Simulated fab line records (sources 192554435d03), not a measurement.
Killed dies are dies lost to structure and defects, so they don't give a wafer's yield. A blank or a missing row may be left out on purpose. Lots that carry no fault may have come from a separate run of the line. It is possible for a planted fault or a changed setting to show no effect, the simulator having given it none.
Which tool did it? + flow n5Finfet + Sampling: 12 lots, 36 wafers, 4 of 1938 route steps

## WHAT THE GAUGES READ, wafer by wafer
N5_GATE_CUT_CD_MEAS_13: the cd target is 20 nm.
| lot  | measured     | on       | cdNm (nm)         |
|------|--------------|----------|-------------------|
| L075 | day 4 21:46  | cdSem-01 | 19.70 20.25 20.23 |
| L077 | day 5 10:46  | cdSem-02 | 19.75 19.44 19.65 |
| L079 | day 5 19:29  | cdSem-01 | 19.51 19.87 20.31 |
| L081 | day 6 05:22  | cdSem-01 | 20.18 19.94 20.05 |
| L083 | day 6 18:29  | cdSem-01 | 20.30 20.09 19.94 |
| L085 | day 7 05:52  | cdSem-03 | 20.19 20.30 20.03 |
| L087 | day 7 21:29  | cdSem-02 | 20.23 20.63 19.95 |
| L089 | day 8 08:08  | cdSem-03 | 20.11 19.93 19.94 |
| L091 | day 8 17:47  | cdSem-02 | 20.49 20.33 20.69 |
| L093 | day 9 06:02  | cdSem-02 | 20.12 19.75 20.29 |
| L095 | day 9 18:41  | cdSem-01 | 20.18 19.73 20.37 |
| L097 | day 10 05:49 | cdSem-02 | 20.16 20.13 20.42 |

## TOOL THAT RAN EACH LOT (tool first, then ch and the chambers of the sampled wafers, then the start)
| lot  | N5_HKMG_FIN_ETCHBACK_68          | N5_GATE_CUT_ETCHBACK_30          | N5_GATE_CUT_SAC_CAP_01          |
|------|----------------------------------|----------------------------------|---------------------------------|
| L075 | rieMetal-02 ch 0,1, day 4 16:22  | rieMetal-01 ch 0,1, day 4 18:23  | aldSin-04 ch 0,2,3, day 4 18:50 |
| L077 | rieMetal-02 ch 0,1, day 5 05:07  | rieMetal-03 ch 0,1, day 5 07:11  | aldSin-04 ch 1,3, day 5 07:40   |
| L079 | rieMetal-03 ch 0,1, day 5 13:35  | rieMetal-02 ch 1, day 5 15:57    | aldSin-01 ch 1,3, day 5 16:32   |
| L081 | rieMetal-03 ch 0,1, day 5 23:43  | rieMetal-02 ch 0,1, day 6 01:44  | aldSin-01 ch 0,1,3, day 6 02:25 |
| L083 | rieMetal-02 ch 0,1, day 6 13:04  | rieMetal-01 ch 0,1, day 6 15:10  | aldSin-03 ch 1,2,3, day 6 15:34 |
| L085 | rieMetal-02 ch 0,1, day 7 00:30  | rieMetal-03 ch 0,1, day 7 02:31  | aldSin-04 ch 0,1,3, day 7 02:55 |
| L087 | rieMetal-02 ch 0,1, day 7 15:46  | rieMetal-01 ch 1, day 7 17:59    | aldSin-01 ch 0,2,3, day 7 18:34 |
| L089 | rieMetal-03 ch 0,1, day 8 02:40  | rieMetal-03 ch 0,1, day 8 04:40  | aldSin-03 ch 1,2, day 8 05:04   |
| L091 | rieMetal-02 ch 0,1, day 8 12:25  | rieMetal-01 ch 0,1, day 8 14:27  | aldSin-04 ch 1,2,3, day 8 14:52 |
| L093 | rieMetal-01 ch 0,1, day 9 00:41  | rieMetal-01 ch 0,1, day 9 02:41  | aldSin-03 ch 0,1,2, day 9 03:07 |
| L095 | rieMetal-03 ch 0,1, day 9 12:46  | rieMetal-01 ch 0,1, day 9 14:47  | aldSin-01 ch 0,1,2, day 9 15:45 |
| L097 | rieMetal-01 ch 0,1, day 10 00:13 | rieMetal-02 ch 0,1, day 10 02:13 | aldSin-04 ch 1,2, day 10 02:45  |
- N5_HKMG_FIN_ETCHBACK_68: etches the open film in Cl2/Ar, stops on HfO2, target depth 0.5 nm.
- N5_GATE_CUT_ETCHBACK_30: etches TiN in Cl2/Ar, target depth 3 nm.
- N5_GATE_CUT_SAC_CAP_01: material SiNx, target thk 24 nm, pulse time 1 s, ald cycles 480.

## THE ANSWER, worked out from the rows above alone
Rule: the usual values come from the lots themselves. Put in order of their means at a reading, lots are off if they are a third of the lots or fewer, leave a main group of 4 or more, and stand apart from it by a gap of 3 or more times the standard deviation of the main group's means; of several such gaps the widest counts. A main group whose means are all the same, to the digits that the tables above print for the reading, isn't used. A lot without any number at a reading at which 4 lots or more have one is off too. Where the step has rows for the other lots, those lots are counted as sound.
No lot is off on any of the readings shown, so nothing can be concluded from this.

## WHAT THE SIMULATOR PUT IN
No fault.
